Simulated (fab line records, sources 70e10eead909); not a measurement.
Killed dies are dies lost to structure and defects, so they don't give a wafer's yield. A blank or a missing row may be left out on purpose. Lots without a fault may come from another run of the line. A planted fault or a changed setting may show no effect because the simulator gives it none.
Chamber matching | flow nand_harc | NHARC_A_DECK1_JOINT_ETCHBACK_07 on rie_si-01: 4 sister chambers
The step etches the open film in HBr, target depth 105 nm, time 26.9 s. 14 wafers are shown with their chamber, then 6 later ones without.

WAFERS WITH THEIR CHAMBER
wafer  | chamber | drypump_motor_current_A (A) | oes_product_au (a.u.) | throttle_valve_pct (%)
L936.1 | 3       | 5.2                         | 1.009                 | 23.260
L936.4 | 1       | 6.0                         | 1.011                 | 23.262
L936.5 | 3       | 5.2                         | 1.007                 | 23.268
L935.3 | 3       | 5.2                         | 1.001                 | 23.261
L935.4 | 0       | 6.1                         | 0.995                 | 23.249
L935.5 | 2       | 5.7                         | 1.002                 | 23.265
L940.1 | 0       | 6.1                         | 1.010                 | 23.278
L940.2 | 2       | 5.6                         | 1.008                 | 23.267
L940.6 | 3       | 5.2                         | 0.998                 | 23.268
L942.1 | 2       | 5.7                         | 1.009                 | 23.278
L942.3 | 3       | 5.2                         | 0.985                 | 23.258
L942.5 | 0       | 6.2                         | 1.000                 | 23.255
L943.1 | 3       | 5.2                         | 1.005                 | 23.251
L943.3 | 2       | 5.7                         | 1.015                 | 23.264

SIGNATURES (means of the wafers above)
reading                 | chamber 0 | chamber 1 | chamber 2 | chamber 3 | scatter within a chamber
drypump_motor_current_A | 6.133     | 6.000     | 5.675     | 5.200     | 0.0376
oes_product_au          | 1.00167   | 1.01100   | 1.00850   | 1.00083   | 0.00763
throttle_valve_pct      | 23.26067  | 23.26200  | 23.26850  | 23.26100  | 0.00895
Rule: a wafer's distance from a chamber is the root of the sum, over the readings, of the square of ((its reading less the chamber's mean) divided by the reading's scatter). The wafer belongs to the nearest chamber; if the next one is less than 2 further off, it can't be placed. The scatter: the root of (the sum of the squares of (reading less its chamber's mean) over the shown wafers, divided by (wafers less chambers)).

WAFERS WITHOUT THEIR CHAMBER
wafer  | drypump_motor_current_A (A) | oes_product_au (a.u.) | throttle_valve_pct (%)
L943.4 | 6.0                         | 1.032                 | 23.270
L946.2 | 6.0                         | 1.028                 | 23.257
L946.3 | 5.7                         | 1.031                 | 23.251
L946.6 | 6.1                         | 1.012                 | 23.255
L948.3 | 6.1                         | 0.999                 | 23.270
L948.4 | 5.2                         | 1.012                 | 23.271

WHICH CHAMBER EACH WENT THROUGH
wafer  | from the rows above     | in truth
L943.4 | 1                       | 1
L946.2 | 1                       | 1
L946.3 | 2                       | 2
L946.6 | can't be placed: 0 or 1 | 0
L948.3 | can't be placed: 0 or 1 | 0
L948.4 | 3                       | 3
Placed correctly: 4 of 6. Can't be placed from these rows: 2 (the true chamber is among the candidates in 2). Placed wrongly: 0.
